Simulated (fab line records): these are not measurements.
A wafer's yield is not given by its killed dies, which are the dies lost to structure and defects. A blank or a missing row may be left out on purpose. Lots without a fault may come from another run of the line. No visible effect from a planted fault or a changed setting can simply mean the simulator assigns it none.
What tool caused it? ; flow nand harc ; 24 lots with 72 wafers sampled at 4 steps, on a route of 1302 steps

WHAT EACH GAUGE READ, for each wafer
NHARC_A_BLC_CD_MEAS_19. Usual: cd nm reads 101.3 nm (standard deviation 2).
lot;measured;on;cd nm (nm);flag
L074;day 23 00:53;cd sem-01;101.2 101.2 102.4;
L077;day 23 08:40;cd sem-01;100.0 101.9 99.7;
L075;day 23 10:10;cd sem-01;100.7 101.6 101.1;
L076;day 23 12:50;cd sem-02;100.6 98.9 101.1;
L078;day 24 07:13;cd sem-03;100.4 100.2 100.1;
L079;day 24 21:52;cd sem-03;102.0 103.9 99.5;
L080;day 25 10:22;cd sem-03;97.1 98.2 97.6;
L081;day 26 09:38;cd sem-01;98.9 100.7 102.5;
L082;day 26 15:28;cd sem-03;97.3 101.6 98.4;
L083;day 26 18:10;cd sem-01;103.9 104.9 100.9;
L084;day 27 00:31;cd sem-02;100.7 103.9 99.5;
L086;day 27 02:56;cd sem-02;101.2 103.9 101.7;
L085;day 27 11:59;cd sem-02;102.0 105.1 102.4;
L088;day 28 06:28;cd sem-01;103.9 100.9 102.2;
L089;day 28 11:10;cd sem-01;104.4 101.2 101.6;
L087;day 28 14:18;cd sem-02;103.5 100.5 103.0;
L091;day 29 18:13;cd sem-01;104.3 99.8 100.0;
L090;day 29 19:47;cd sem-02;102.1 103.8 100.8;
L092;day 30 13:28;cd sem-03;104.4 100.0 103.9;
L093;day 30 13:53;cd sem-01;100.6 98.8 102.7;
L095;day 31 04:11;cd sem-01;100.5 97.4 100.0;
L094;day 31 05:06;cd sem-02;98.9 103.9 102.8;
L097;day 32 15:04;cd sem-02;96.8 97.5 103.3;
L096;day 32 18:00;cd sem-02;99.7 101.3 104.3;

NHARC_A_M0_INSPECT_11. Usual: raw defect count reads 89 (standard deviation 39).
lot;measured;on;raw defect count;flag
L074;day 23 03:54;defect inspect-02;107 115 117;
L077;day 23 11:38;defect inspect-02;118 136 121;
L075;day 23 13:10;defect inspect-02;84 82 102;
L076;day 23 15:49;defect inspect-01;48 59 55;
L078;day 24 10:13;defect inspect-02;116 119 132;
L079;day 25 00:54;defect inspect-02;55 67 59;
L080;day 25 13:15;defect inspect-01;69 72 63;
L081;day 26 12:46;defect inspect-02;30 17 26;
L082;day 26 18:32;defect inspect-02;139 131 146;
L083;day 26 21:14;defect inspect-02;76 82 81;
L084;day 27 03:37;defect inspect-02;93 114 129;
L086;day 27 06:18;defect inspect-01;102 98 89;
L085;day 27 14:59;defect inspect-02;73 63 69;
L088;day 28 10:04;defect inspect-02;46 53 54;
L089;day 28 14:10;defect inspect-01;117 135 134;
L087;day 28 17:11;defect inspect-01;89 73 74;
L091;day 29 21:19;defect inspect-01;28 29 27;
L090;day 29 22:47;defect inspect-01;147 147 149;
L092;day 30 16:21;defect inspect-01;40 41 41;
L093;day 30 16:53;defect inspect-01;151 141 140;
L095;day 31 07:10;defect inspect-01;67 71 65;
L094;day 31 08:09;defect inspect-02;91 89 103;
L097;day 32 17:59;defect inspect-01;140 156 130;
L096;day 32 21:01;defect inspect-01;46 42 48;

EACH LOT AND THE TOOL THAT RAN IT (in order: tool; ch and the chambers of the sampled wafers; start)
lot;NHARC_A_CONTACT_CMP_20;NHARC_A_BLC_STRIP_29
L074;cmp-03 ch 1,2, day 22 22:49;rie diel-08 ch 2,3, day 23 00:58
L077;cmp-04 ch 1,2,3, day 23 06:40;rie diel-08 ch 1,3, day 23 08:46
L075;cmp-03 ch 2,3, day 23 08:13;rie diel-08 ch 0,2,3, day 23 10:15
L076;cmp-03 ch 0,2,3, day 23 10:53;rie diel-07 ch 0,1,3, day 23 12:55
L078;cmp-04 ch 1,2, day 24 05:10;rie diel-11 ch 0,1,3, day 24 07:19
L079;cmp-01 ch 0,3, day 24 19:39;rie diel-11 ch 0,3, day 24 21:56
L080;cmp-04 ch 1,2, day 25 08:07;rie diel-07 ch 0,1, day 25 10:26
L081;cmp-04 ch 1,2,3, day 26 07:34;rie diel-08 ch 0,1,2, day 26 09:43
L082;cmp-04 ch 0,1, day 26 13:33;rie diel-07 ch 1,3, day 26 15:33
L083;cmp-03 ch 0,3, day 26 16:07;rie diel-07 ch 0,1,3, day 26 18:17
L084;cmp-01 ch 1,2, day 26 22:28;rie diel-07 ch 0,3, day 27 00:36
L086;cmp-03 ch 1,2,3, day 27 01:04;rie diel-08 ch 0,1, day 27 03:00
L085;cmp-04 ch 1,2, day 27 10:01;rie diel-07 ch 0,2, day 27 12:04
L088;cmp-04 ch 0,1,3, day 28 04:32;rie diel-11 ch 1,2,3, day 28 06:33
L089;cmp-04 ch 0,1, day 28 09:05;rie diel-08 ch 1,2, day 28 11:15
L087;cmp-01 ch 0,3, day 28 12:22;rie diel-11 ch 1,2,3, day 28 14:24
L091;cmp-04 ch 0,1,2, day 29 16:10;rie diel-07 ch 0,1,3, day 29 18:18
L090;cmp-04 ch 1,2,3, day 29 17:43;rie diel-07 ch 2,3, day 29 19:51
L092;cmp-04 ch 0,1,3, day 30 11:27;rie diel-11 ch 0,1,2, day 30 13:32
L093;cmp-01 ch 0,2,3, day 30 11:49;rie diel-07 ch 1,3, day 30 13:59
L095;cmp-01 ch 0,1,2, day 31 02:10;rie diel-07 ch 0,3, day 31 04:15
L094;cmp-03 ch 1,2,3, day 31 03:02;rie diel-11 ch 0,1,2, day 31 05:12
L097;cmp-01 ch 2,3, day 32 13:01;rie diel-07 ch 2,3, day 32 15:10
L096;cmp-04 ch 0,3, day 32 15:46;rie diel-08 ch 0,1, day 32 18:05
- NHARC_A_CONTACT_CMP_20: polishes, t overpolish 30 s, target thk 300 nm.
- NHARC_A_BLC_STRIP_29: strips in CF4.

AS READ BY THE TOOLS THEMSELVES (means over the sampled wafers that have a number; for cases with no such wafer, the mark the record gives instead)
NHARC_A_CONTACT_CMP_20. Usual: motor current A 11.5 A, standard deviation 0.96; overpolish run s 30.000 s, standard deviation 0.0094; time to endpoint s 60 s, standard deviation 3.2.
lot;tool;motor current A (A);overpolish run s (s);time to endpoint s (s);flag
L074;cmp-03;10.1;30.003;62;
L077;cmp-04;11.5;30.011;55;
L075;cmp-03;11.4;30.001;60;
L076;cmp-03;11.6;30.006;64;
L078;cmp-04;11.0;30.002;60;
L079;cmp-01;10.1;29.998;64;
L080;cmp-04;11.3;29.998;58;
L081;cmp-04;11.5;30.005;60;
L082;cmp-04;12.3;30.009;59;
L083;cmp-03;11.8;30.001;61;
L084;cmp-01;12.1;30.000;64;
L086;cmp-03;10.9;30.000;59;
L085;cmp-04;10.6;29.993;60;
L088;cmp-04;12.0;29.996;58;
L089;cmp-04;12.0;30.002;56;
L087;cmp-01;10.2;29.995;63;
L091;cmp-04;11.4;30.001;56;
L090;cmp-04;11.5;29.996;57;
L092;cmp-04;12.3;30.005;57;
L093;cmp-01;10.9;30.004;61;
L095;cmp-01;11.9;30.008;62;
L094;cmp-03;10.6;29.994;60;
L097;cmp-01;11.5;29.994;61;
L096;cmp-04;12.3;30.007;59;

NHARC_A_BLC_STRIP_29. Usual: drypump motor current A 5.8 A, standard deviation 0.46; oes product au 0.999 a.u., standard deviation 0.0096; rf vpp V 59.4 V, standard deviation 0.94; showerhead plenum p Torr 1.76 Torr, standard deviation 0.089; throttle valve pct 13.283 %, standard deviation 0.0092.
lot;tool;drypump motor current A (A);oes product au (a.u.);rf vpp V (V);showerhead plenum p Torr (Torr);throttle valve pct (%);flag
L074;rie diel-08;6.3;1.008;59.3;1.72;13.288;
L077;rie diel-08;5.3;1.002;59.5;1.80;13.277;
L075;rie diel-08;6.1;0.996;58.7;1.75;13.286;
L076;rie diel-07;5.7;1.001;59.6;1.74;13.283;
L078;rie diel-11;5.9;0.988;59.5;1.80;13.292;
L079;rie diel-11;6.0;0.995;59.1;1.79;13.276;
L080;rie diel-07;6.1;1.005;60.0;1.82;13.291;
L081;rie diel-08;5.7;1.013;59.8;1.82;13.281;
L082;rie diel-07;5.7;0.998;58.7;1.73;13.284;
L083;rie diel-07;5.7;1.001;59.3;1.74;13.279;
L084;rie diel-07;5.3;0.993;59.1;1.67;13.279;
L086;rie diel-08;5.4;1.007;60.9;1.85;13.282;
L085;rie diel-07;5.6;0.996;60.1;1.74;13.283;
L088;rie diel-11;5.8;0.992;59.2;1.73;13.289;
L089;rie diel-08;6.0;1.009;59.9;1.79;13.283;
L087;rie diel-11;5.8;1.002;59.0;1.73;13.289;
L091;rie diel-07;5.7;0.995;59.2;1.74;13.282;
L090;rie diel-07;5.4;0.995;59.2;1.69;13.283;
L092;rie diel-11;5.9;0.991;60.1;1.79;13.291;
L093;rie diel-07;6.0;0.987;59.3;1.81;13.278;
L095;rie diel-07;5.3;1.001;59.2;1.66;13.282;
L094;rie diel-11;5.9;0.994;60.5;1.78;13.287;
L097;rie diel-07;5.4;1.000;59.0;1.69;13.288;
L096;rie diel-08;5.4;1.006;59.7;1.85;13.274;

THE ANSWER, worked out from the rows above alone
Rule: take the mean of a lot's wafers that have a number; if it is more than 3 standard deviations from the usual mean, the lot is off. Also off: a lot with no number at a reading for which 4 or more lots have one. The other lots that the step has rows for count as sound. The gauges are gone through in route order, then the tools' own readings, and for those a lot's mean is taken as printed above. The first step at which some lot is off is used, and at that step the reading that is off furthest; a lot without a number counts as furthest.
Across all readings shown, no lot is off: no conclusion can be drawn from this.

WHAT HAD BEEN PUT IN BY THE SIMULATOR
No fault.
